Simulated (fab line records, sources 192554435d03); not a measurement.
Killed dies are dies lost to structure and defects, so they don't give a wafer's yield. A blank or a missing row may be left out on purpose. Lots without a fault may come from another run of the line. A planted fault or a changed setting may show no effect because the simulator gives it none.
Which tool did it? | flow n5_finfet | 14 lots, 42 wafers sampled, at 4 steps of a route of 1938

WHAT THE GAUGES READ, wafer by wafer
N5_BEOL_M1_CD_MEAS_11: target cd 17.05 nm. Usual: cd_nm 17.02 nm, standard deviation 0.24.
lot  | measured     | on        | cd_nm (nm)        | flag
L284 | day 6 17:13  | cd_sem-02 | 17.05 16.69 16.50 |
L285 | day 7 05:45  | cd_sem-03 | 17.04 17.11 17.24 |
L286 | day 7 05:58  | cd_sem-02 | 17.02 16.86 17.24 |
L288 | day 8 00:40  | cd_sem-01 | 17.05 16.90 16.76 |
L287 | day 8 00:59  | cd_sem-01 | 16.55 17.60 16.87 |
L290 | day 8 11:38  | cd_sem-02 | 16.96 17.22 17.11 |
L292 | day 8 22:33  | cd_sem-03 | - - -             | OFF
L293 | day 9 11:13  | cd_sem-01 | - - -             | OFF
L299 | day 10 18:39 | cd_sem-01 | 16.76 16.88 17.07 |
L300 | day 11 02:53 | cd_sem-01 | 17.32 17.27 17.79 |
L301 | day 11 03:10 | cd_sem-01 | 17.12 17.53 17.04 |
L302 | day 11 07:39 | cd_sem-02 | 17.03 17.07 16.96 |
L303 | day 11 20:43 | cd_sem-01 | 16.83 17.05 16.57 |
L304 | day 12 05:58 | cd_sem-01 | 17.10 16.92 17.03 |

WHICH TOOL RAN EACH LOT (tool, then ch and the chambers of the sampled wafers, then the start)
lot  | N5_BEOL_M0_SPUTTER_116       | N5_BEOL_M0_SPUTTER_134       | N5_BEOL_M1_DEVELOP_10
L284 | pvd_sputter-03, day 6 13:41  | pvd_sputter-03, day 6 13:55  | litho_track-05 ch 0, day 6 17:09
L285 | pvd_sputter-03, day 7 02:06  | pvd_sputter-03, day 7 02:20  | litho_track-03 ch 0, day 7 05:41
L286 | pvd_sputter-02, day 7 02:08  | pvd_sputter-02, day 7 02:23  | litho_track-03 ch 0, day 7 05:55
L288 | pvd_sputter-01, day 7 19:32  | pvd_sputter-01, day 7 19:46  | litho_track-05 ch 0, day 8 00:36
L287 | pvd_sputter-03, day 7 20:05  | pvd_sputter-03, day 7 20:19  | litho_track-05 ch 0, day 8 00:56
L290 | pvd_sputter-01, day 8 07:25  | pvd_sputter-01, day 8 07:39  | litho_track-05 ch 0, day 8 11:35
L292 | pvd_sputter-01, day 8 19:23  | pvd_sputter-01, day 8 19:37  | litho_track-05, day 8 22:29
L293 | pvd_sputter-01, day 9 07:30  | pvd_sputter-01, day 9 07:44  | litho_track-01, day 9 11:10
L299 | pvd_sputter-02, day 10 16:02 | pvd_sputter-02, day 10 16:16 | litho_track-05 ch 0, day 10 18:35
L300 | pvd_sputter-03, day 11 00:11 | pvd_sputter-03, day 11 00:25 | litho_track-05 ch 0, day 11 02:50
L301 | pvd_sputter-03, day 11 00:40 | pvd_sputter-03, day 11 00:54 | litho_track-05 ch 0, day 11 03:07
L302 | pvd_sputter-01, day 11 03:34 | pvd_sputter-01, day 11 03:48 | litho_track-05 ch 0, day 11 07:35
L303 | pvd_sputter-02, day 11 16:40 | pvd_sputter-02, day 11 16:55 | litho_track-03 ch 0, day 11 20:40
L304 | pvd_sputter-03, day 12 03:32 | pvd_sputter-03, day 12 03:47 | litho_track-01 ch 0, day 12 05:54
- N5_BEOL_M0_SPUTTER_116: material Cu, target thk 4 nm, time 7.37 s.
- N5_BEOL_M0_SPUTTER_134: material Cu, target thk 4 nm, time 7.37 s.
- N5_BEOL_M1_DEVELOP_10: develop time 30 s.

WHAT THE TOOLS THEMSELVES READ (means of the sampled wafers that have a number; where no wafer has one, the mark that the record gives instead)
N5_BEOL_M0_SPUTTER_116. Usual: throttle_valve_pct 30.2 %, standard deviation 1.1.
lot  | tool           | throttle_valve_pct (%) | flag
L284 | pvd_sputter-03 | 30.2                   |
L285 | pvd_sputter-03 | 31.6                   |
L286 | pvd_sputter-02 | 29.1                   |
L288 | pvd_sputter-01 | 30.7                   |
L287 | pvd_sputter-03 | 30.5                   |
L290 | pvd_sputter-01 | 30.5                   |
L292 | pvd_sputter-01 | 30.7                   |
L293 | pvd_sputter-01 | 31.2                   |
L299 | pvd_sputter-02 | 29.2                   |
L300 | pvd_sputter-03 | 30.1                   |
L301 | pvd_sputter-03 | 30.5                   |
L302 | pvd_sputter-01 | 31.2                   |
L303 | pvd_sputter-02 | 29.4                   |
L304 | pvd_sputter-03 | 30.2                   |

N5_BEOL_M0_SPUTTER_134. Usual: throttle_valve_pct 30.2 %, standard deviation 1.
lot  | tool           | throttle_valve_pct (%) | flag
L284 | pvd_sputter-03 | 30.2                   |
L285 | pvd_sputter-03 | 31.3                   |
L286 | pvd_sputter-02 | 29.1                   |
L288 | pvd_sputter-01 | 30.5                   |
L287 | pvd_sputter-03 | 30.5                   |
L290 | pvd_sputter-01 | 30.5                   |
L292 | pvd_sputter-01 | 30.6                   |
L293 | pvd_sputter-01 | 31.0                   |
L299 | pvd_sputter-02 | 29.1                   |
L300 | pvd_sputter-03 | 30.3                   |
L301 | pvd_sputter-03 | 30.5                   |
L302 | pvd_sputter-01 | 31.0                   |
L303 | pvd_sputter-02 | 29.4                   |
L304 | pvd_sputter-03 | 30.2                   |

N5_BEOL_M1_DEVELOP_10. Usual: chill_plate_temp_C 23.01 C, standard deviation 0.11; developer_temp_C 22.99 C, standard deviation 0.1.
lot  | tool           | chill_plate_temp_C (C) | developer_temp_C (C) | flag
L284 | litho_track-05 | 22.92                  | 23.01                |
L285 | litho_track-03 | 22.96                  | 22.97                |
L286 | litho_track-03 | 23.12                  | 23.00                |
L288 | litho_track-05 | 22.90                  | 22.87                |
L287 | litho_track-05 | 23.10                  | 22.98                |
L290 | litho_track-05 | 22.89                  | 22.91                |
L292 | litho_track-05 | -                      | -                    | OFF
L293 | litho_track-01 | -                      | -                    | OFF
L299 | litho_track-05 | 23.00                  | 23.08                |
L300 | litho_track-05 | 22.99                  | 22.94                |
L301 | litho_track-05 | 22.99                  | 23.06                |
L302 | litho_track-05 | 23.09                  | 22.85                |
L303 | litho_track-03 | 23.02                  | 22.88                |
L304 | litho_track-01 | 23.07                  | 23.07                |

THE ANSWER, worked out from the rows above alone
Rule: a lot is off if the mean of its wafers that have a number lies more than 3 standard deviations from the usual mean. A lot without any number at a reading at which 4 lots or more have one is off too. The other lots that the step has rows for count as sound. The gauges are gone through in route order, then the tools' own readings, and for those a lot's mean is taken as printed above. The first step at which some lot is off is used, and at that step the reading that is off furthest; a lot without a number counts as furthest.
Off: L292, L293, at N5_BEOL_M1_CD_MEAS_11 (cd_nm). Without a number there: L292, L293.
A tool fits if, at a process step before that reading, it ran every lot that is off, and no sound lot after the first of them. The gauges at N5_BEOL_M1_CD_MEAS_11 aren't tried: what is off there is off at N5_BEOL_M1_DEVELOP_10 too, on other tools, and a gauge's error can't cause that. None of those tried fits.

WHAT THE SIMULATOR HAD PUT IN
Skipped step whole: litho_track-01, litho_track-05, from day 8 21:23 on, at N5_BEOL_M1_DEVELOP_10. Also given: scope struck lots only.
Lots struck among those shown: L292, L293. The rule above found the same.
